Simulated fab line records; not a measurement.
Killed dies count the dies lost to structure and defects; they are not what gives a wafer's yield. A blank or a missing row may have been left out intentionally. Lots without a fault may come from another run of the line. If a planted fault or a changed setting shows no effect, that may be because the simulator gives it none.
Problem report in the 8D (eight disciplines) form, filled by code | flow nand_harc | the parts of the form that need people (team, actions taken, sign-off) are left out

1. PROBLEM STATEMENT
NHARC_A_ONON_D1_THK_MEAS_24, thk_nm: mean 1045 nm over 1 wafer from 1 lot; wafers with no fault: 998 nm, standard deviation 9.5. That puts it +4.9 standard deviations away from the usual mean.
The step: measures by ellipsometry.
Earliest sighting: wafer L986.5 on film_metro-02 at day 11 10:05. The record has a number at this step for 39 wafers belonging to 13 lots. Rule for "out", or "out of limits": more than 4 standard deviations from the usual mean. The other wafers with a number count as sound.

2. WHAT IT IS; WHAT IT IS NOT
question                    | is                | is not
which readings at this step | thk_nm            | -
which lots                  | L986              | L973, L974, L976, L977, L978, L979, L980, L981, L982, L987, L995, L996
which wafers of those lots  | L986.5            | L986.2, L986.4
read on which gauges        | film_metro-02     | film_metro-01
when                        | from day 11 10:05 | up to then (29 sound wafers); but 9 sound wafers of L987, L995, L996 came after

3. WHAT RULES OUT EACH SUSPECT
Counting: if a tool at a process step up to the reading ran every lot that is out, it stays a suspect. Sound lots after the first of them don't rule it out here, since some wafers of a struck lot are sound.
- the gauge at NHARC_A_ONON_D1_THK_MEAS_24: ruled out. All the wafers that are out were read on film_metro-02, but those of them that NHARC_END_SORT_01 has rows for are out there too, on other tools.
- cmp-01 at NHARC_P_BONDPAD_CMP_19 (polishes, t overpolish 30 s, cu recess touch 16 s, target thk 160.81 nm): kept. The lot that is out, L986, ran on it at day 9 18:03; the last sound lot it ran before that was L979, at day 7 21:46.
- pecvd_onon-02 at NHARC_A_ONON_D1_DEP_22 (target thk 1000 nm): kept. The lot that is out, L986, ran on it at day 11 09:38; the last sound lot it ran before that was L982, at day 9 23:47.
- Within cmp-01 at NHARC_P_BONDPAD_CMP_19: the wafers that are out ran in chamber 1; their sound lot-mates ran in chambers 0, 2.
The count leaves pecvd_onon-02 at NHARC_A_ONON_D1_DEP_22 and cmp-01 at NHARC_P_BONDPAD_CMP_19.

4. THE CAUSE (what the simulator had put in)
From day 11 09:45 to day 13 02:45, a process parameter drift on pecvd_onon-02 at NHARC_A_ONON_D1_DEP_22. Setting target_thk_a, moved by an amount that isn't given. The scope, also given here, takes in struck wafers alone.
Counting leaves 2 suspects; this tool is one of them.

5. THE EFFECT CHAIN, in route order
Each row: a reading where the mean over the struck wafers with a number is more than 3 standard deviations away from the usual. Only readings for which the record gives a usual standard deviation are gone through. hours: the time from each lot's start at the first step in this table that gives one to its start at this step, as a median over the lots. sigmas: the change in usual standard deviations.
hours | step                        | reading         | usual  | on struck wafers | change | sigmas
0     | NHARC_A_ONON_D1_THK_MEAS_24 | thk_nm          | 998 nm | 1045             | +47    | +4.9
259   | NHARC_END_SORT_01           | killed_at_array | 27     | 642              | +615   | +56
259   | NHARC_END_SORT_01           | killed_dies     | 31     | 647              | +616   | +51

6. WHAT WOULD HAVE CAUGHT IT SOONER
0 hours passed between the start of the fault at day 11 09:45 and the first reading out of limits at a measuring or inspecting step in this record, taken at day 11 10:05.
No tool reading at NHARC_A_ONON_D1_DEP_22 that has a usual standard deviation in the record was out on any struck wafer, so an alarm limit of 4 standard deviations on those readings would not have fired.
Each of the lots that are out, 1 in all, had begun NHARC_A_ONON_D1_DEP_22 on pecvd_onon-02 no later than day 11 10:05. A hold on the tool at that time would have spared none of them.
